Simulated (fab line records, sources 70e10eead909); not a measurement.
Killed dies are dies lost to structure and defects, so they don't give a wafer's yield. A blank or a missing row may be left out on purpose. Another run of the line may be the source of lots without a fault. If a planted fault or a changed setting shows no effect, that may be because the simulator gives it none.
Chamber matching	flow nand_harc	rie_diel-12 running NHARC_A_CHANNEL_HOLE_D2_DESCUM_15: 4 sister chambers
The step chemistry O2, time 3 s. 4 wafers are shown with their chamber, then 8 later ones without.

== EACH WAFER AND ITS CHAMBER ==
wafer	chamber	oes_product_au (a.u.)
L075.1	1	1.002
L086.5	2	1.004
L088.2	3	0.994
L092.1	0	1.018

== WAFERS WITH NO CHAMBER GIVEN ==
wafer	oes_product_au (a.u.)
L092.2	0.995
L092.4	1.005
L093.1	1.014
L093.4	1.003
L093.6	1.000
L097.1	1.003
L097.2	1.009
L097.5	1.010

== CHAMBER TAKEN BY EACH ==
wafer	from the rows above	in truth
L092.2	can't be placed: 3 or 1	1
L092.4	can't be placed: 2 or 1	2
L093.1	can't be placed: 0 or 2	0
L093.4	can't be placed: 1 or 2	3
L093.6	can't be placed: 1 or 2 or 3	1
L097.1	can't be placed: 1 or 2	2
L097.2	can't be placed: 2 or 1 or 0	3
L097.5	can't be placed: 2 or 0 or 1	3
Placed correctly: 0 of 8. Cannot be placed on the basis of these rows: 8; the candidates contain the true chamber in 5. Number placed wrongly: 0.
How it was worked out, from the rows above alone: a wafer's distance from a chamber is the root of the sum, over the readings, of the square of ((its reading less the chamber's mean) divided by the reading's scatter). The wafer belongs to the nearest chamber; if the next one is less than 2 further off, it can't be placed. A chamber's mean is the mean of its shown wafers. The scatter (one wafer shown for each chamber): square how far every hidden wafer sits from the nearest shown wafer, average those squares and take the square root.
